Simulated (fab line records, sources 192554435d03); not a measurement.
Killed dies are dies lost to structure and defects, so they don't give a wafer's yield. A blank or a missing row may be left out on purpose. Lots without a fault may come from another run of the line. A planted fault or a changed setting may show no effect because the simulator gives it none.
A struck lot beside a sound one | flow n5_finfet | 36 steps out of a route of 1938
Sound: wafers L858.2, L858.4, L858.6. Struck: wafer L853.5. (L853.3 of the same lot was not struck and is left out.) The cause comes at the end.
At each step with rows: each side's tool, then ch and its chambers, then its first start. Under that, the readings that differ: sound wafers | struck wafers | difference of the means | sigmas: that difference in standard deviations of wafers without a fault.
alike: readings whose means differ by less than 2 such deviations, and words and numbers that are the same on both sides. not compared: withheld readings, readings that some wafer has no value for, bounds like >300 that may hide the same value, and numbers for which the record gives no deviation and whose values overlap.
The two part at a step that has a row with sigmas, a row that says differs or no value, or rows on one side only. Numbers that don't overlap but have no deviation are shown without sigmas and don't part them. A reading that every wafer of one side lacks parts them only if that side has two wafers or more.

first, 9 steps without rows for these wafers: N5_BEOL_M4_ANNEAL_95 (time 240 s); N5_BEOL_M4_SPUTTER_96 (material Cu, target thk 4.5 nm, time 8.29 s); N5_BEOL_M4_ECD_50 (material Cu, target thk 300 nm); N5_BEOL_M4_ANNEAL_51 (time 90 s); N5_BEOL_M4_CMP_52 (polishes, stops on SiOC, t overpolish 6.8 s, target thk 40 nm); N5_BEOL_M4_PRE_CLEAN_60 (time 15 s); N5_BEOL_M4_CO_CAP_55 (material Co, precursor CCTBA/H2, target thk 2 nm, time 102.1 s); N5_BEOL_M4_PRE_CLEAN_56 (time 15 s); N5_BEOL_M4_DEP_57 (deposits SiCN from 3MS/NH3, target thk 8 nm, time 14 s).
N5_BEOL_M4_RC_MEAS_101:
  sound on prober-02 ch 0, day 13 15:55; struck on prober-02 ch 0, day 12 13:21
  reading       | sound       | struck | difference | sigmas
  ION_N (uA/um) | 691 677 688 | 663    | -22        | -2
  alike: DIBL_N, DIBL_P, IOFF_N, IOFF_P, ION_P, SS_N, SS_P, VT_N, VT_P
then, 24 steps without rows for these wafers: N5_BEOL_M5_ILD_DEP_00 (deposits SiCOH lowk from DEMS/porogen, target thk 140.64 nm, time 25.9 s); N5_BEOL_M5_CURE_79 (cures SiCOH lowk, time 240 s); N5_BEOL_M5_PECVD_70 (deposits SiO2 from TEOS/O2, target thk 16 nm, time 18 s); N5_BEOL_M5_HM_DEP_02 (deposits TiN, target thk 20 nm); N5_BEOL_M5_COAT_59 (time 60 s, resist thk 60 nm); N5_BEOL_M5_COAT_60 (time 60 s, resist thk 12 nm); N5_BEOL_M5_COAT_71 (time 60 s, resist thk 5 nm); N5_BEOL_M5_COAT_05 (resist thk 30 nm); N5_BEOL_M5_EBR_07; N5_BEOL_M5_SOFTBAKE_06 (time 60 s); N5_BEOL_M5_EXPOSE_08 (exposes mask M5, target cd 28 nm); N5_BEOL_M5_PEB_09 (peb time 60 s); N5_BEOL_M5_DEVELOP_10 (develop time 30 s); N5_BEOL_M5_DESCUM_16 (chemistry O2, time 7 s); N5_BEOL_M5_ETCH_72 (etches underlayer in N2/H2, target depth 6.5 nm, time 5.2 s); N5_BEOL_M5_ETCH_61 (etches SiARC in CF4, target depth 15.6 nm, time 26 s); N5_BEOL_M5_ETCH_62 (etches SOC in N2/H2, target depth 75 nm, overetch 15 nm, time 112.5 s); N5_BEOL_M5_STRIP_63 (strips in N2/H2); N5_BEOL_M5_STRIP_73 (strips in N2/H2); N5_BEOL_M5_STRIP_64 (strips in CF4); N5_BEOL_M5_HM_OPEN_17 (chemistry Cl2/BCl3, target TiN, target depth 20 nm, overetch 6 nm); N5_BEOL_M5_STRIP_19 (strips in O2); N5_BEOL_M5_COAT_65 (time 60 s, resist thk 60 nm); N5_BEOL_M5_COAT_66 (time 60 s, resist thk 12 nm).
-- the record jumps here: 2 days lie between the struck wafers' starts before and after (it left off in module BEOL_M5 and takes up again in module BEOL_M11, whose first step shown is number 1575 of the route) --
N5_BEOL_M11_VIA_ETCH_34: etches SiCOH lowk in C4F6/O2, target depth 184.5 nm, time 69.2 s.
  sound on rie_diel-04 ch 1,3, day 16 02:56; struck on rie_diel-03 ch 2, day 14 21:09
  reading                                   | sound           | struck | difference | sigmas
  oes_product_au (a.u.)                     | 0.87 0.94 0.85  | 0.60   | -0.29      | -3
  rf_vpp_V (V)                              | 674 670 675     | 645    | -28        | -3
  model.etch.depth_nm (nm)                  | 186.8 188.5 186 | 136    | -51        |
  model.SOC_of_BEOL_M11_COAT_63.thk_nm (nm) | 92 91.6 92.2    | 94.8   | +2.9       |
  alike: chamber_pressure_mTorr, drypump_motor_current_A, showerhead_plenum_p_Torr, throttle_valve_pct
  not compared: rf_hours_counter_h
N5_PASSIVATION_PROBE_49:
  the record has rows for the struck wafers here (prober-01, day 16 16:43) and none for the sound ones

WHERE THEY PART
First at N5_BEOL_M4_RC_MEAS_101; last, within this record, at N5_PASSIVATION_PROBE_49.

WHY: what the simulator had put in
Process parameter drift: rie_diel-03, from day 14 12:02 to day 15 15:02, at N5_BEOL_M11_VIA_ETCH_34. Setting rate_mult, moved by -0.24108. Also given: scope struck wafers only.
